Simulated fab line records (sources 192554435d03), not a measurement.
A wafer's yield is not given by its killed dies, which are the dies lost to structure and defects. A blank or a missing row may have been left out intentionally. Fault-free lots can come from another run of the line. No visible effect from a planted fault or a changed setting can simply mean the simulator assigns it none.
Which tool was responsible? | flow n5Finfet | 12 lots, 36 wafers sampled, at 4 steps of a route of 1938

## WHAT THE GAUGES SHOWED, per wafer
N5_SD_EPI_N_INSPECT_26: inspects for defects (darkfield).
lot  | measured    | on               | rawDefectCount
L568 | day 4 02:29 | defectInspect-02 | 124 219 154
L571 | day 4 15:29 | defectInspect-02 | 161 214 179
L573 | day 5 05:40 | defectInspect-01 | 157 187 144
L574 | day 5 11:10 | defectInspect-01 | 231 235 183
L577 | day 6 10:47 | defectInspect-02 | 131 237 177
L579 | day 7 05:07 | defectInspect-01 | 282 191 216
L583 | day 8 01:30 | defectInspect-02 | 194 213 157
L584 | day 8 14:24 | defectInspect-01 | 285 218 164
L586 | day 8 22:25 | defectInspect-02 | 222 208 172
L585 | day 9 02:08 | defectInspect-02 | 157 204 175
L588 | day 9 02:05 | defectInspect-01 | 231 278 228
L587 | day 9 04:37 | defectInspect-01 | 234 319 239

## TOOL THAT RAN EACH LOT (tool first, then ch and the chambers of the sampled wafers, then the start)
lot  | N5_SD_EPI_N_ETCHBACK_44          | N5_SD_EPI_N_STRIP_38               | N5_SD_EPI_N_PRECLEAN_48
L568 | rieDiel-02 ch 1,3, day 3 22:54   | plasmaAsher-02 ch 0,1, day 3 23:16 | epiRpcvd-01 ch 0, day 3 23:37
L571 | rieDiel-02 ch 0,1,2, day 4 11:55 | plasmaAsher-02 ch 0,1, day 4 12:17 | epiRpcvd-04, day 4 12:38
L573 | rieDiel-02 ch 0,3, day 5 01:23   | plasmaAsher-01 ch 0,1, day 5 01:47 | epiRpcvd-03, day 5 02:16
L574 | rieDiel-05 ch 0,1, day 5 06:53   | plasmaAsher-02 ch 0,1, day 5 07:16 | epiRpcvd-03 ch 0, day 5 07:37
L577 | rieDiel-02 ch 0,3, day 6 06:28   | plasmaAsher-01 ch 0,1, day 6 06:50 | epiRpcvd-03 ch 0, day 6 07:17
L579 | rieDiel-05 ch 2,3, day 6 23:50   | plasmaAsher-01 ch 0,1, day 7 00:13 | epiRpcvd-03 ch 0, day 7 00:43
L583 | rieDiel-05 ch 0,1,2, day 7 21:14 | plasmaAsher-02 ch 0,1, day 7 21:36 | epiRpcvd-03 ch 0, day 7 22:02
L584 | rieDiel-05 ch 1,2, day 8 09:58   | plasmaAsher-02 ch 0,1, day 8 10:20 | epiRpcvd-01 ch 0, day 8 10:50
L586 | rieDiel-04 ch 0,2, day 8 18:49   | plasmaAsher-02 ch 0,1, day 8 19:11 | epiRpcvd-03 ch 0, day 8 19:32
L585 | rieDiel-02 ch 0,3, day 8 21:52   | plasmaAsher-01 ch 0,1, day 8 22:14 | epiRpcvd-01 ch 0, day 8 22:35
L588 | rieDiel-04 ch 0,3, day 8 22:34   | plasmaAsher-02 ch 0,1, day 8 22:56 | epiRpcvd-03 ch 0, day 8 23:17
L587 | rieDiel-04 ch 0,2,3, day 9 00:07 | plasmaAsher-01 ch 0,1, day 9 00:37 | epiRpcvd-03 ch 0, day 9 01:30
- N5_SD_EPI_N_ETCHBACK_44: etches SiNx in CH3F/O2, stops on SiO2, target depth 14.5 nm.
- N5_SD_EPI_N_STRIP_38: strips in N2/H2.
- N5_SD_EPI_N_PRECLEAN_48: cleans in NF3:NH3, afs cycles 2, time 20 s, sublimation time 60 s.

## AS READ BY THE TOOLS THEMSELVES (means over the sampled wafers that have a number; for cases with no such wafer, the mark the record gives instead)
N5_SD_EPI_N_ETCHBACK_44.
lot  | tool       | drypumpMotorCurrentA (A) | mfcArSccm (sccm) | oes_ar_750_au (a.u.) | oesProductAu (a.u.) | rfVppV (V) | showerheadPlenumPTorr (Torr) | throttleValvePct (%)
L568 | rieDiel-02 | 5.7                      | 150.0            | 0.75                 | 0.64                | 301.6      | 2.03                         | 16.42
L571 | rieDiel-02 | 5.6                      | 149.7            | 0.80                 | 0.69                | 300.6      | 2.02                         | 16.37
L573 | rieDiel-02 | 6.1                      | 150.9            | 0.83                 | 0.71                | 301.4      | 2.04                         | 16.27
L574 | rieDiel-05 | 6.2                      | 149.7            | 0.85                 | 0.73                | 298.6      | 1.98                         | 16.10
L577 | rieDiel-02 | 6.0                      | 149.8            | 0.76                 | 0.66                | 301.0      | 2.05                         | 16.38
L579 | rieDiel-05 | 5.6                      | 150.2            | 0.75                 | 0.63                | 296.8      | 2.03                         | 16.25
L583 | rieDiel-05 | 6.1                      | 150.2            | 0.78                 | 0.67                | 297.7      | 1.99                         | 16.23
L584 | rieDiel-05 | 6.1                      | 150.0            | 0.81                 | 0.70                | 298.8      | 1.96                         | 16.11
L586 | rieDiel-04 | 6.1                      | 149.7            | 0.70                 | 0.60                | 297.6      | 1.97                         | 16.31
L585 | rieDiel-02 | 5.9                      | 150.3            | 0.75                 | 0.64                | 300.7      | 2.04                         | 16.42
L588 | rieDiel-04 | 5.8                      | 150.2            | 0.68                 | 0.58                | 295.7      | 2.00                         | 16.38
L587 | rieDiel-04 | 5.8                      | 149.6            | 0.70                 | 0.60                | 295.5      | 2.01                         | 16.40

N5_SD_EPI_N_STRIP_38.
lot  | tool           | drypumpMotorCurrentA (A) | h2FlowSccm (sccm) | heaterPowerW (W) | oesProductAu (a.u.)
L568 | plasmaAsher-02 | 5.36                     | 3253              | 353              | 0.766
L571 | plasmaAsher-02 | 5.36                     | 3255              | 355              | 0.760
L573 | plasmaAsher-01 | 5.20                     | 3257              | 334              | 0.757
L574 | plasmaAsher-02 | 5.34                     | 3256              | 356              | 0.757
L577 | plasmaAsher-01 | 5.21                     | 3235              | 334              | 0.762
L579 | plasmaAsher-01 | 5.03                     | 3249              | 325              | 0.756
L583 | plasmaAsher-02 | 5.36                     | 3249              | 357              | 0.756
L584 | plasmaAsher-02 | 5.34                     | 3241              | 360              | 0.764
L586 | plasmaAsher-02 | 5.34                     | 3255              | 361              | 0.758
L585 | plasmaAsher-01 | 5.21                     | 3244              | 336              | 0.760
L588 | plasmaAsher-02 | 5.38                     | 3250              | 359              | 0.766
L587 | plasmaAsher-01 | 5.06                     | 3246              | 322              | 0.763

N5_SD_EPI_N_PRECLEAN_48.
lot  | tool        | chamberPressureTorr (Torr)
L568 | epiRpcvd-01 | 2.996
L571 | epiRpcvd-04 | -
L573 | epiRpcvd-03 | -
L574 | epiRpcvd-03 | 2.995
L577 | epiRpcvd-03 | 3.003
L579 | epiRpcvd-03 | 3.003
L583 | epiRpcvd-03 | 2.991
L584 | epiRpcvd-01 | 2.999
L586 | epiRpcvd-03 | 3.002
L585 | epiRpcvd-01 | 2.998
L588 | epiRpcvd-03 | 3.002
L587 | epiRpcvd-03 | 3.001

## THE ANSWER, worked out from the rows above alone
Rule: the lots themselves supply what counts as usual. Put in order of their means at a reading, lots are off if they are a third of the lots or fewer, leave a main group of 4 or more, and stand apart from it by a gap of 3 or more times the standard deviation of the main group's means; of several such gaps the widest counts. A main group is skipped when, at the precision printed for the reading in the tables above, its means are all equal. A lot without any number at a reading at which 4 lots or more have one is off too. Where the step has rows for the other lots, those lots are counted as sound. The gauges are gone through in route order, then the tools' own readings, and for those a lot's mean is taken as printed above. At the first step where some lot is off, the reading lying furthest off is the one used; lots without a number count as furthest.
Off: L571, L573 (N5_SD_EPI_N_PRECLEAN_48, chamberPressureTorr). Without a number there: L571, L573. For the main group the mean is 2.999 Torr and the standard deviation 0.0038.
If a tool, at that step or one of the process steps before it, ran each lot that is off and ran no sound lot following the first of them, it fits. Of those tried, none fits.

## WHAT HAD BEEN PUT IN BY THE SIMULATOR
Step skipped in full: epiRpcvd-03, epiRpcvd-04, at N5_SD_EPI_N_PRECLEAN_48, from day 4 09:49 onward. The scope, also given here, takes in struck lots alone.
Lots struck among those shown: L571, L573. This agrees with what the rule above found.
